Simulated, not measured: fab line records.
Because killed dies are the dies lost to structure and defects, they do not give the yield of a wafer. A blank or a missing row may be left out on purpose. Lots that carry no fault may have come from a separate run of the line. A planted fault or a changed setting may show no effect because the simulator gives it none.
The tool behind it: which one? | flow n5 finfet | Sampling: 22 lots, 66 wafers, 4 of 1938 route steps

== WHAT EACH GAUGE READ, for each wafer ==
N5_HKMG_FIN_INSPECT_28: inspects for defects (darkfield). Usual: raw defect count reads 37 (standard deviation 14).
lot  | measured     | on                | raw defect count | flag
L074 | day 4 10:37  | defect inspect-02 | 43 47 33         |
L077 | day 5 01:45  | defect inspect-01 | 54 60 30         |
L078 | day 5 11:20  | defect inspect-02 | 30 62 24         |
L079 | day 5 16:34  | defect inspect-02 | 41 12 27         |
L080 | day 5 23:37  | defect inspect-02 | 37 32 45         |
L081 | day 6 02:17  | defect inspect-02 | 47 55 48         |
L082 | day 6 11:57  | defect inspect-01 | 30 29 77         |
L083 | day 6 16:48  | defect inspect-02 | 36 32 22         |
L084 | day 6 18:45  | defect inspect-02 | 22 24 23         |
L085 | day 7 02:29  | defect inspect-02 | 30 14 32         |
L086 | day 7 07:08  | defect inspect-02 | 37 46 30         |
L087 | day 7 12:33  | defect inspect-01 | 40 45 36         |
L088 | day 7 18:59  | defect inspect-02 | 18 21 39         |
L089 | day 8 02:01  | defect inspect-02 | 19 70 42         |
L090 | day 8 06:35  | defect inspect-01 | 26 29 33         |
L091 | day 8 14:21  | defect inspect-01 | 55 38 32         |
L092 | day 8 19:43  | defect inspect-01 | 34 36 30         |
L093 | day 9 04:26  | defect inspect-02 | 56 28 43         |
L094 | day 9 08:59  | defect inspect-02 | 82 44 51         |
L095 | day 9 12:24  | defect inspect-01 | 13 31 28         |
L096 | day 10 01:59 | defect inspect-02 | 39 39 68         |
L097 | day 10 08:37 | defect inspect-01 | 24 16 34         |

N5_MOL_CONTACT_COAG_CD_MEAS_08: target cd 28 nm. Usual: cd nm reads 27.83 nm (standard deviation 0.26).
lot  | measured     | on        | cd nm (nm)        | flag
L074 | day 4 18:44  | cd sem-03 | 27.75 27.97 27.56 |
L077 | day 5 09:19  | cd sem-01 | 27.41 27.83 28.22 |
L078 | day 5 19:16  | cd sem-03 | 27.68 27.80 27.78 |
L079 | day 6 00:16  | cd sem-01 | 27.66 28.59 27.73 |
L080 | day 6 07:43  | cd sem-02 | 27.92 27.61 27.95 |
L081 | day 6 09:44  | cd sem-03 | 27.64 27.62 27.78 |
L082 | day 6 19:55  | cd sem-02 | 27.47 27.67 27.90 |
L083 | day 7 00:33  | cd sem-03 | 28.23 27.80 27.51 |
L084 | day 7 02:07  | cd sem-01 | 27.72 27.63 27.95 |
L085 | day 7 10:25  | cd sem-03 | 28.31 28.18 27.93 |
L086 | day 7 15:38  | cd sem-03 | 27.54 27.26 27.94 |
L087 | day 7 20:56  | cd sem-01 | 28.07 27.33 27.92 |
L088 | day 8 02:58  | cd sem-02 | 27.65 27.75 28.07 |
L089 | day 8 09:38  | cd sem-03 | 28.15 27.98 27.60 |
L090 | day 8 14:46  | cd sem-03 | 28.16 27.92 27.64 |
L091 | day 8 21:50  | cd sem-03 | 27.77 27.97 27.96 |
L092 | day 9 03:13  | cd sem-01 | 28.34 27.92 28.10 |
L093 | day 9 12:24  | cd sem-01 | 27.85 27.53 27.97 |
L094 | day 9 16:37  | cd sem-03 | 27.84 27.73 27.40 |
L095 | day 9 20:17  | cd sem-03 | 28.08 27.97 27.78 |
L096 | day 10 09:54 | cd sem-02 | 27.61 28.20 27.47 |
L097 | day 10 16:17 | cd sem-02 | 27.96 28.45 28.06 |

== EACH LOT AND THE TOOL THAT RAN IT (in order: tool; ch and the chambers of the sampled wafers; start) ==
lot  | N5_HKMG_FIN_ALD_91                  | N5_HKMG_FIN_ETCH_86
L074 | ald metal-01 ch 0,3, day 4 07:03    | rie diel-04 ch 0,1,3, day 4 07:24
L077 | ald metal-02 ch 0,3, day 4 22:11    | rie diel-05 ch 1,2, day 4 22:35
L078 | ald metal-03 ch 0,2, day 5 07:41    | rie diel-05 ch 1,2,3, day 5 08:02
L079 | ald metal-03 ch 2,3, day 5 12:59    | rie diel-06 ch 2,3, day 5 13:25
L080 | ald metal-03 ch 0,1, day 5 20:07    | rie diel-04 ch 1,3, day 5 20:27
L081 | ald metal-01 ch 0,2, day 5 22:53    | rie diel-04 ch 0,1,2, day 5 23:14
L082 | ald metal-03 ch 0,2,3, day 6 08:19  | rie diel-04 ch 0,2,3, day 6 08:40
L083 | ald metal-03 ch 0,1,2, day 6 12:52  | rie diel-06 ch 0,2,3, day 6 13:23
L084 | ald metal-02 ch 0,3, day 6 15:12    | rie diel-05 ch 0,1,2, day 6 15:32
L085 | ald metal-01 ch 0,1,3, day 6 23:02  | rie diel-04 ch 1,2, day 6 23:24
L086 | ald metal-03 ch 0,2,3, day 7 03:44  | rie diel-04 ch 0,1,3, day 7 04:04
L087 | ald metal-03 ch 1,2, day 7 09:10    | rie diel-06 ch 2,3, day 7 09:29
L088 | ald metal-03 ch 0,1,3, day 7 15:22  | rie diel-06 ch 0,3, day 7 15:42
L089 | ald metal-03 ch 0,1, day 7 22:37    | rie diel-04 ch 0,1,3, day 7 22:59
L090 | ald metal-03 ch 1,3, day 8 03:00    | rie diel-04 ch 1,3, day 8 03:28
L091 | ald metal-02 ch 0,1,3, day 8 10:43  | rie diel-04 ch 0,1,3, day 8 11:04
L092 | ald metal-02 ch 0,1,2, day 8 16:19  | rie diel-04 ch 1,2,3, day 8 16:39
L093 | ald metal-01 ch 0,2,3, day 9 00:55  | rie diel-05 ch 0,1,2, day 9 01:17
L094 | ald metal-01 ch 0,2,3, day 9 05:19  | rie diel-06 ch 1,2, day 9 05:45
L095 | ald metal-02 ch 0,1,3, day 9 08:52  | rie diel-06 ch 1,2,3, day 9 09:13
L096 | ald metal-01 ch 1,2,3, day 9 22:28  | rie diel-04 ch 0,2,3, day 9 22:48
L097 | ald metal-03 ch 0,1,2, day 10 04:48 | rie diel-05 ch 0,1,2, day 10 05:09
- N5_HKMG_FIN_ALD_91: deposits TiN, target thk 1 nm, pulse time 1 s, purge time 3 s.
- N5_HKMG_FIN_ETCH_86: etches SOC in N2/H2, stops on TiN, target depth 393.2 nm.

== WHAT THE TOOLS THEMSELVES READ (means of the sampled wafers that have a number; where no wafer has one, the mark that the record gives instead) ==
N5_HKMG_FIN_ALD_91. Usual: heater power w 838 W, standard deviation 110; precursor pulse height rel 0.999, standard deviation 0.02.
lot  | tool         | heater power w (W) | precursor pulse height rel | flag
L074 | ald metal-01 | 830                | 1.000                      |
L077 | ald metal-02 | 802                | 1.017                      |
L078 | ald metal-03 | 793                | 1.009                      |
L079 | ald metal-03 | 765                | 1.007                      |
L080 | ald metal-03 | 922                | 0.980                      |
L081 | ald metal-01 | 807                | 1.026                      |
L082 | ald metal-03 | 823                | 1.000                      |
L083 | ald metal-03 | 852                | 1.013                      |
L084 | ald metal-02 | 858                | 1.002                      |
L085 | ald metal-01 | 804                | 0.991                      |
L086 | ald metal-03 | 837                | 0.996                      |
L087 | ald metal-03 | 773                | 1.005                      |
L088 | ald metal-03 | 951                | 1.003                      |
L089 | ald metal-03 | 916                | 0.989                      |
L090 | ald metal-03 | 996                | 1.017                      |
L091 | ald metal-02 | 803                | 0.981                      |
L092 | ald metal-02 | 768                | 0.994                      |
L093 | ald metal-01 | 800                | 1.005                      |
L094 | ald metal-01 | 797                | 0.996                      |
L095 | ald metal-02 | 793                | 0.994                      |
L096 | ald metal-01 | 785                | 0.986                      |
L097 | ald metal-03 | 852                | 1.016                      |

N5_HKMG_FIN_ETCH_86. Usual: drypump motor current A 5.8 A, standard deviation 0.58; h2 flow sccm 199.9 sccm, standard deviation 0.61; oes product au 0.76 a.u., standard deviation 0.08; rf vpp V 241.0 V, standard deviation 1.4; showerhead plenum p Torr 2.56 Torr, standard deviation 0.09; throttle valve pct 17.95 %, standard deviation 0.26.
lot  | tool        | drypump motor current A (A) | h2 flow sccm (sccm) | oes product au (a.u.) | rf vpp V (V) | showerhead plenum p Torr (Torr) | throttle valve pct (%) | flag
L074 | rie diel-04 | 6.3                         | 199.4               | 0.76                  | 241.0        | 2.58                            | 18.06                  |
L077 | rie diel-05 | 5.3                         | 200.4               | 0.76                  | 240.3        | 2.47                            | 17.96                  |
L078 | rie diel-05 | 5.6                         | 199.7               | 0.76                  | 240.5        | 2.54                            | 17.89                  |
L079 | rie diel-06 | 5.6                         | 199.6               | 0.82                  | 241.5        | 2.62                            | 17.69                  |
L080 | rie diel-04 | 6.0                         | 199.6               | 0.73                  | 241.2        | 2.56                            | 18.25                  |
L081 | rie diel-04 | 6.1                         | 200.0               | 0.70                  | 241.6        | 2.59                            | 18.04                  |
L082 | rie diel-04 | 6.2                         | 199.9               | 0.73                  | 241.6        | 2.53                            | 17.99                  |
L083 | rie diel-06 | 5.7                         | 199.7               | 0.77                  | 240.6        | 2.60                            | 17.87                  |
L084 | rie diel-05 | 5.2                         | 199.5               | 0.75                  | 239.7        | 2.47                            | 17.90                  |
L085 | rie diel-04 | 5.8                         | 199.1               | 0.69                  | 241.6        | 2.57                            | 18.22                  |
L086 | rie diel-04 | 6.3                         | 200.0               | 0.74                  | 240.4        | 2.57                            | 18.12                  |
L087 | rie diel-06 | 5.6                         | 199.6               | 0.80                  | 242.1        | 2.62                            | 17.72                  |
L088 | rie diel-06 | 6.1                         | 200.3               | 0.72                  | 241.0        | 2.53                            | 18.09                  |
L089 | rie diel-04 | 6.3                         | 199.7               | 0.73                  | 240.4        | 2.56                            | 18.12                  |
L090 | rie diel-04 | 6.1                         | 200.4               | 0.74                  | 240.1        | 2.50                            | 18.22                  |
L091 | rie diel-04 | 6.3                         | 199.7               | 0.73                  | 240.3        | 2.56                            | 18.12                  |
L092 | rie diel-04 | 5.9                         | 199.7               | 0.81                  | 240.5        | 2.51                            | 18.05                  |
L093 | rie diel-05 | 5.2                         | 199.5               | 0.82                  | 241.4        | 2.57                            | 17.80                  |
L094 | rie diel-06 | 5.0                         | 200.1               | 0.75                  | 241.1        | 2.62                            | 17.74                  |
L095 | rie diel-06 | 5.3                         | 199.9               | 0.76                  | 241.6        | 2.58                            | 17.79                  |
L096 | rie diel-04 | 6.2                         | 200.7               | 0.81                  | 239.6        | 2.52                            | 17.88                  |
L097 | rie diel-05 | 5.2                         | 199.8               | 0.91                  | 243.5        | 2.67                            | 17.69                  |

== THE ANSWER, worked out from the rows above alone ==
Rule: take the mean of a lot's wafers that have a number; if it is more than 3 standard deviations from the usual mean, the lot is off. Also off: a lot with no number at a reading for which 4 or more lots have one. Any other lot the step has rows for is counted as sound. After the gauges, taken in route order, come the tools' own readings; for these a lot's mean is taken, as printed above. The first step at which some lot is off is used, and at that step the reading that is off furthest; a lot without a number counts as furthest.
Across all readings shown, no lot is off: no conclusion can be drawn from this.

== WHAT WAS PUT IN BY THE SIMULATOR ==
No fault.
